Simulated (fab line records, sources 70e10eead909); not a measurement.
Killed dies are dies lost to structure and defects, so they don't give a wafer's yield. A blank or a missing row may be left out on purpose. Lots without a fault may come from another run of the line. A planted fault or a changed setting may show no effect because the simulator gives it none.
Which tool did it? | flow nand_harc | 13 lots, 39 wafers sampled, at 4 steps of a route of 1302

WHAT THE GAUGES READ, wafer by wafer
The record holds no reading of a measuring or inspecting step that can be judged against a usual standard deviation.

WHICH TOOL RAN EACH LOT (tool, then ch and the chambers of the sampled wafers, then the start)
lot  | NHARC_A_CHANNEL_HOLE_D1_ETCH_25  | NHARC_A_CHANNEL_FILL_D1_ALD_03                 | NHARC_A_DECK1_JOINT_ETCHBACK_07  | NHARC_A_DECK1_JOINT_CMP_13
L837 | har_etch-01 ch 0,1, day 8 10:48  | ald_sin_batch-01 ch 0, day 10 18:53 or earlier | rie_si-03 ch 1,2,3, day 10 18:53 | cmp-01 ch 1,2, day 11 05:02
L838 | har_etch-02 ch 0,1, day 8 23:06  | ald_sin_batch-01 ch 0, day 11 02:53 or earlier | rie_si-03 ch 0,2,3, day 11 02:53 | cmp-01 ch 1,2,3, day 11 13:20
L839 | har_etch-01 ch 0,1, day 9 21:47  | ald_sin_batch-01 ch 0, day 12 02:29 or earlier | rie_si-04 ch 1,3, day 12 02:29   | cmp-02 ch 0,1, day 12 13:02
L841 | har_etch-01 ch 0,1, day 10 05:48 | ald_sin_batch-01 ch 0, day 12 11:02 or earlier | rie_si-03 ch 0,1,3, day 12 11:02 | cmp-03 ch 0,1,3, day 12 21:11
L842 | har_etch-01 ch 0,1, day 10 22:11 | ald_sin_batch-03 ch 0, day 13 02:47 or earlier | rie_si-03 ch 0,2,3, day 13 02:47 | cmp-03 ch 0,1,2, day 13 12:53
L849 | har_etch-02 ch 0,1, day 13 15:00 | ald_sin_batch-01 ch 0, day 15 14:49 or earlier | rie_si-03 ch 1,3, day 15 14:49   | cmp-02 ch 1,3, day 16 01:28
L850 | har_etch-01 ch 0,1, day 14 18:28 | ald_sin_batch-03 ch 0, day 16 23:02 or earlier | rie_si-03 ch 1,3, day 16 23:02   | cmp-02 ch 0,1,3, day 17 09:29
L852 | har_etch-02 ch 0, day 15 07:34   | ald_sin_batch-03 ch 0, day 17 10:52 or earlier | rie_si-04 ch 1,2,3, day 17 10:52 | cmp-01 ch 0,3, day 17 20:55
L854 | har_etch-01 ch 0,1, day 15 20:30 | ald_sin_batch-01 ch 0, day 18 01:36 or earlier | rie_si-05 ch 1,2,3, day 18 01:36 | cmp-03 ch 0,1, day 18 11:50
L855 | har_etch-02 ch 0,1, day 16 01:04 | ald_sin_batch-02 ch 0, day 18 06:23 or earlier | rie_si-04 ch 1,2,3, day 18 06:23 | cmp-02 ch 0,2,3, day 18 16:33
L857 | har_etch-01 ch 0,1, day 17 08:22 | ald_sin_batch-01 ch 0, day 19 13:00 or earlier | rie_si-05 ch 1,2, day 19 13:00   | cmp-01 ch 2,3, day 20 02:11
L859 | har_etch-01 ch 0,1, day 17 16:20 | ald_sin_batch-03 ch 0, day 19 20:28 or earlier | rie_si-04 ch 1,2, day 19 20:28   | cmp-01 ch 1,2,3, day 20 10:27
L860 | har_etch-02 ch 0,1, day 18 04:16 | ald_sin_batch-01 ch 0, day 20 10:22 or earlier | rie_si-05 ch 1,2,3, day 20 10:22 | cmp-03 ch 2,3, day 21 00:09
- NHARC_A_CHANNEL_HOLE_D1_ETCH_25: etches the open film in C4F8/O2/Ar, time 1040.2 s, target depth 1500 nm.
- NHARC_A_CHANNEL_FILL_D1_ALD_03: deposits SiNx, target thk 6 nm, pulse time 60 s, ald cycles 58.
- NHARC_A_DECK1_JOINT_ETCHBACK_07: etches the open film in HBr, target depth 105 nm, time 26.9 s.
- NHARC_A_DECK1_JOINT_CMP_13: polishes, target thk 51.023 nm.

WHAT THE TOOLS THEMSELVES READ (means of the sampled wafers that have a number; where no wafer has one, the mark that the record gives instead)
NHARC_A_CHANNEL_HOLE_D1_ETCH_25. Usual: drypump_motor_current_A 5.6 A, standard deviation 0.46; mfc_ar_sccm 375.0 sccm, standard deviation 1.1; showerhead_plenum_p_Torr 3.60 Torr, standard deviation 0.13; throttle_valve_pct 32.236 %, standard deviation 0.01.
lot  | tool        | drypump_motor_current_A (A) | mfc_ar_sccm (sccm) | showerhead_plenum_p_Torr (Torr) | throttle_valve_pct (%) | flag
L837 | har_etch-01 | 6.0                         | 374.2              | 3.67                            | 32.226                 |
L838 | har_etch-02 | 5.1                         | 375.5              | 3.58                            | 32.240                 |
L839 | har_etch-01 | 6.0                         | 374.8              | 3.66                            | 32.232                 |
L841 | har_etch-01 | 5.7                         | 375.7              | 3.59                            | 32.238                 |
L842 | har_etch-01 | 6.0                         | 373.9              | 3.65                            | 32.237                 |
L849 | har_etch-02 | 5.3                         | 375.1              | 3.47                            | 32.230                 |
L850 | har_etch-01 | 5.7                         | 375.9              | 3.56                            | 32.235                 |
L852 | har_etch-02 | 4.9                         | 375.0              | 3.62                            | 32.239                 |
L854 | har_etch-01 | 6.0                         | 375.8              | 3.61                            | 32.236                 |
L855 | har_etch-02 | 5.3                         | 375.5              | 3.82                            | 32.238                 |
L857 | har_etch-01 | 5.7                         | 375.5              | 3.53                            | 32.244                 |
L859 | har_etch-01 | 5.7                         | 376.6              | 3.53                            | 32.226                 |
L860 | har_etch-02 | 5.3                         | 374.5              | 3.81                            | 32.246                 |

NHARC_A_CHANNEL_FILL_D1_ALD_03. Usual: precursor_pulse_height_rel 1.000, standard deviation 0.02.
lot  | tool             | precursor_pulse_height_rel | flag
L837 | ald_sin_batch-01 | 1.010                      |
L838 | ald_sin_batch-01 | 0.980                      |
L839 | ald_sin_batch-01 | 0.987                      |
L841 | ald_sin_batch-01 | 0.991                      |
L842 | ald_sin_batch-03 | 1.008                      |
L849 | ald_sin_batch-01 | 1.003                      |
L850 | ald_sin_batch-03 | 1.008                      |
L852 | ald_sin_batch-03 | 1.013                      |
L854 | ald_sin_batch-01 | 0.993                      |
L855 | ald_sin_batch-02 | 1.004                      |
L857 | ald_sin_batch-01 | 0.993                      |
L859 | ald_sin_batch-03 | 0.993                      |
L860 | ald_sin_batch-01 | 0.991                      |

NHARC_A_DECK1_JOINT_ETCHBACK_07. Usual: drypump_motor_current_A 5.7 A, standard deviation 0.45; oes_product_au 1.000 a.u., standard deviation 0.01; throttle_valve_pct 23.266 %, standard deviation 0.0089.
lot  | tool      | drypump_motor_current_A (A) | oes_product_au (a.u.) | throttle_valve_pct (%) | flag
L837 | rie_si-03 | 5.6                         | 1.003                 | 23.267                 |
L838 | rie_si-03 | 5.5                         | 1.009                 | 23.274                 |
L839 | rie_si-04 | 6.0                         | 0.992                 | 23.275                 |
L841 | rie_si-03 | 5.7                         | 1.010                 | 23.263                 |
L842 | rie_si-03 | 5.5                         | 1.000                 | 23.258                 |
L849 | rie_si-03 | 6.1                         | 0.981                 | 23.268                 |
L850 | rie_si-03 | 5.9                         | 0.979                 | 23.275                 |
L852 | rie_si-04 | 5.9                         | 0.997                 | 23.261                 |
L854 | rie_si-05 | 5.7                         | 1.005                 | 23.264                 |
L855 | rie_si-04 | 6.0                         | 1.000                 | 23.274                 |
L857 | rie_si-05 | 5.9                         | 0.999                 | 23.275                 |
L859 | rie_si-04 | 5.9                         | 1.012                 | 23.269                 |
L860 | rie_si-05 | 5.7                         | 1.000                 | 23.261                 |

NHARC_A_DECK1_JOINT_CMP_13. Usual: motor_current_A 12.0 A, standard deviation 1.3; time_to_endpoint_s 9.0 s, standard deviation 2.6.
lot  | tool   | motor_current_A (A) | time_to_endpoint_s (s) | flag
L837 | cmp-01 | 12.2                | 12.5                   |
L838 | cmp-01 | 11.7                | 10.5                   |
L839 | cmp-02 | 11.9                | 9.6                    |
L841 | cmp-03 | 12.2                | 6.9                    |
L842 | cmp-03 | 12.5                | 7.7                    |
L849 | cmp-02 | 12.4                | 12.4                   |
L850 | cmp-02 | 11.7                | 7.6                    |
L852 | cmp-01 | 12.1                | 10.5                   |
L854 | cmp-03 | 12.6                | 8.6                    |
L855 | cmp-02 | 11.7                | 7.3                    |
L857 | cmp-01 | 10.9                | 8.8                    |
L859 | cmp-01 | 12.0                | 10.6                   |
L860 | cmp-03 | 11.5                | 8.4                    |

THE ANSWER, worked out from the rows above alone
Rule: a lot is off if the mean of its wafers that have a number lies more than 3 standard deviations from the usual mean. A lot without any number at a reading at which 4 lots or more have one is off too. The other lots that the step has rows for count as sound. The gauges are gone through in route order, then the tools' own readings, and for those a lot's mean is taken as printed above. The first step at which some lot is off is used, and at that step the reading that is off furthest; a lot without a number counts as furthest.
No lot is off at any reading shown: from this, nothing can be told.

WHAT THE SIMULATOR HAD PUT IN
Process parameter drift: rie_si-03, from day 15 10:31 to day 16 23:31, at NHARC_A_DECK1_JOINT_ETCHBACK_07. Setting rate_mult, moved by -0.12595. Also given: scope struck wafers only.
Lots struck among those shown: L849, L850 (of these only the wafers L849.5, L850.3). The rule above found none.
